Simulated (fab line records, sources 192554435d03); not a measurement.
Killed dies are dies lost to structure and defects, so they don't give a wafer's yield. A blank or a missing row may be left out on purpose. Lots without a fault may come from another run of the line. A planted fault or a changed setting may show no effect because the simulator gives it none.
Which tool did it? | flow n5_finfet | 7 lots, 18 wafers sampled, at 2 steps of a route of 1938

WHAT THE GAUGES READ, wafer by wafer
N5_BEOL_M3_OVL_MEAS_12.
lot  | measured     | on         | M3_OVL (nm)
L563 | day 7 07:43  | overlay-01 | 0.3 -0.2 0.1
L565 | day 8 00:51  | overlay-01 | 0.6 0.1 0.7
L573 | day 10 06:51 | overlay-02 | -0.1 -0.1
L575 | day 10 21:51 | overlay-02 | -0.1 -0.4 -0.6
L576 | day 11 12:44 | overlay-01 | 0.2 2.4
L580 | day 12 04:31 | overlay-02 | -0.4 -0.7 -0.1
L583 | day 13 11:50 | overlay-01 | 0.8 0.1

WHICH TOOL RAN EACH LOT (tool, then ch and the chambers of the sampled wafers, then the start)
lot  | N5_BEOL_M3_ILD_DEP_00
L563 | pecvd-02 ch 0,1,2, day 7 05:23
L565 | pecvd-02 ch 0,1,2, day 7 20:50
L573 | pecvd-04 ch 0,1, day 10 05:43
L575 | pecvd-04 ch 1,2, day 10 20:31
L576 | pecvd-02 ch 1,2, day 11 11:11
L580 | pecvd-01 ch 0,1,2, day 12 00:52
L583 | pecvd-02 ch 0,2, day 13 08:33
- N5_BEOL_M3_ILD_DEP_00: deposits SiOC from DEMS/O2, target thk 79 nm, time 15.3 s.

THE ANSWER, worked out from the rows above alone
Rule: what is usual is taken from the lots themselves. Put in order of their means at a reading, lots are off if they are a third of the lots or fewer, leave a main group of 4 or more, and stand apart from it by a gap of 3 or more times the standard deviation of the main group's means; of several such gaps the widest counts. A main group whose means are all the same, to the digits that the tables above print for the reading, isn't used. A lot without any number at a reading at which 4 lots or more have one is off too. The other lots that the step has rows for count as sound.
No lot is off at any reading shown: from this, nothing can be told.

WHAT THE SIMULATOR HAD PUT IN
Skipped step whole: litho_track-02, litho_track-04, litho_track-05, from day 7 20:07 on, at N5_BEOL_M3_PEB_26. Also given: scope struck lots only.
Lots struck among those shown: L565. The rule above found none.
